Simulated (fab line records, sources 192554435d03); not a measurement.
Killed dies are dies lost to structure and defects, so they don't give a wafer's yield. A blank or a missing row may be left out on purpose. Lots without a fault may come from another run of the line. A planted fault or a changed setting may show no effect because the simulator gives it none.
Chamber matching | flow n5_finfet | N5_BEOL_M5_ETCH_62 on rie_diel-02: 4 sister chambers
The step etches SOC in N2/H2, target depth 75 nm, overetch 15 nm, time 112.5 s. 4 wafers are shown with their chamber, then 10 later ones without.

WAFERS WITH THEIR CHAMBER
wafer  | chamber | showerhead_plenum_p_Torr (Torr)
L081.3 | 2       | 2.60
L085.3 | 0       | 2.69
L089.1 | 1       | 2.65
L089.2 | 3       | 2.48

WAFERS WITHOUT THEIR CHAMBER
wafer  | showerhead_plenum_p_Torr (Torr)
L089.4 | 2.60
L091.3 | 2.60
L091.4 | 2.68
L091.5 | 2.68
L095.1 | 2.47
L095.2 | 2.68
L095.6 | 2.65
L097.4 | 2.68
L097.5 | 2.68
L097.6 | 2.65

WHICH CHAMBER EACH WENT THROUGH
wafer  | from the rows above | in truth
L089.4 | 2                   | 2
L091.3 | 2                   | 2
L091.4 | 0                   | 0
L091.5 | 0                   | 0
L095.1 | 3                   | 3
L095.2 | 0                   | 0
L095.6 | 1                   | 1
L097.4 | 0                   | 0
L097.5 | 0                   | 0
L097.6 | 1                   | 1
Placed correctly: 10 of 10. Can't be placed from these rows: 0. Placed wrongly: 0.
How it was worked out, from the rows above alone: a wafer's distance from a chamber is the root of the sum, over the readings, of the square of ((its reading less the chamber's mean) divided by the reading's scatter). The wafer belongs to the nearest chamber; if the next one is less than 2 further off, it can't be placed. A chamber's mean is the mean of its shown wafers. The scatter: with one shown wafer a chamber, the root of the mean of the squares of how far each hidden wafer lies from its nearest shown one.
